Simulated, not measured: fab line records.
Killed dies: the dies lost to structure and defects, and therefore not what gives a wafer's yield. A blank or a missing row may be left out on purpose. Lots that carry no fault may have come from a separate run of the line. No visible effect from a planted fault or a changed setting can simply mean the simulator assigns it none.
Which tool did it? :: flow nand_harc :: 7 lots with 21 wafers sampled at 4 steps, on a route of 1302 steps

## WHAT THE GAUGES SHOWED, per wafer
NHARC_END_SORT_01.
lot: L520
measured: day 30 20:44
on: prober-02
killed_at_array: 102 123 145

## WHICH TOOL RAN EACH LOT (tool, then ch and the chambers of the sampled wafers, then the start)
lot: L506
NHARC_A_CONTACT_STRIP_108: rie_diel-09 ch 0,1,3, day 23 03:57
NHARC_THIN_TSV_PRE_CLEAN_54: pvd_sputter-03, day 24 15:10
NHARC_THIN_TSV_ETCH_36: rie_metal-02 ch 0,1, day 24 16:46

lot: L508
NHARC_A_CONTACT_STRIP_108: rie_diel-09 ch 0,1,3, day 23 15:56
NHARC_THIN_TSV_PRE_CLEAN_54: pvd_sputter-02, day 25 04:17
NHARC_THIN_TSV_ETCH_36: rie_metal-02 ch 0,1, day 25 05:54

lot: L510
NHARC_A_CONTACT_STRIP_108: rie_diel-09 ch 0,1, day 25 09:24
NHARC_THIN_TSV_PRE_CLEAN_54: pvd_sputter-01, day 26 22:53
NHARC_THIN_TSV_ETCH_36: rie_metal-03 ch 0, day 27 00:31

lot: L511
NHARC_A_CONTACT_STRIP_108: rie_diel-09 ch 0,1,2, day 25 16:01
NHARC_THIN_TSV_PRE_CLEAN_54: pvd_sputter-03, day 27 06:31
NHARC_THIN_TSV_ETCH_36: rie_metal-01 ch 0,1, day 27 07:59

lot: L514
NHARC_A_CONTACT_STRIP_108: rie_diel-09 ch 1,2,3, day 26 16:35
NHARC_THIN_TSV_PRE_CLEAN_54: pvd_sputter-02, day 28 04:59
NHARC_THIN_TSV_ETCH_36: rie_metal-01 ch 0,1, day 28 06:37

lot: L520
NHARC_A_CONTACT_STRIP_108: rie_diel-09 ch 1,2,3, day 28 18:38
NHARC_THIN_TSV_PRE_CLEAN_54: pvd_sputter-02, day 30 10:37
NHARC_THIN_TSV_ETCH_36: rie_metal-02 ch 0,1, day 30 12:13

lot: L527
NHARC_A_CONTACT_STRIP_108: rie_diel-09 ch 0,3, day 31 19:56
NHARC_THIN_TSV_PRE_CLEAN_54: pvd_sputter-01, day 33 08:17
NHARC_THIN_TSV_ETCH_36: rie_metal-03 ch 0,1, day 33 09:54
- NHARC_A_CONTACT_STRIP_108: strips in CF4/CHF3.
- NHARC_THIN_TSV_PRE_CLEAN_54: time 30 s.
- NHARC_THIN_TSV_ETCH_36: etches the open film in Cl2/BCl3, target depth 65 nm, time 18.571 s.

## THE ANSWER, worked out from the rows above alone
Rule: what is usual is taken from the lots themselves. Put in order of their means at a reading, lots are off if they are a third of the lots or fewer, leave a main group of 4 or more, and stand apart from it by a gap of 3 or more times the standard deviation of the main group's means; of several such gaps the widest counts. A main group whose means are all the same, to the digits that the tables above print for the reading, isn't used. Also off: a lot with no number at a reading for which 4 or more lots have one. Any other lot the step has rows for is counted as sound.
None of the lots is off at any reading shown; this tells nothing.

## WHAT THE SIMULATOR PUT IN
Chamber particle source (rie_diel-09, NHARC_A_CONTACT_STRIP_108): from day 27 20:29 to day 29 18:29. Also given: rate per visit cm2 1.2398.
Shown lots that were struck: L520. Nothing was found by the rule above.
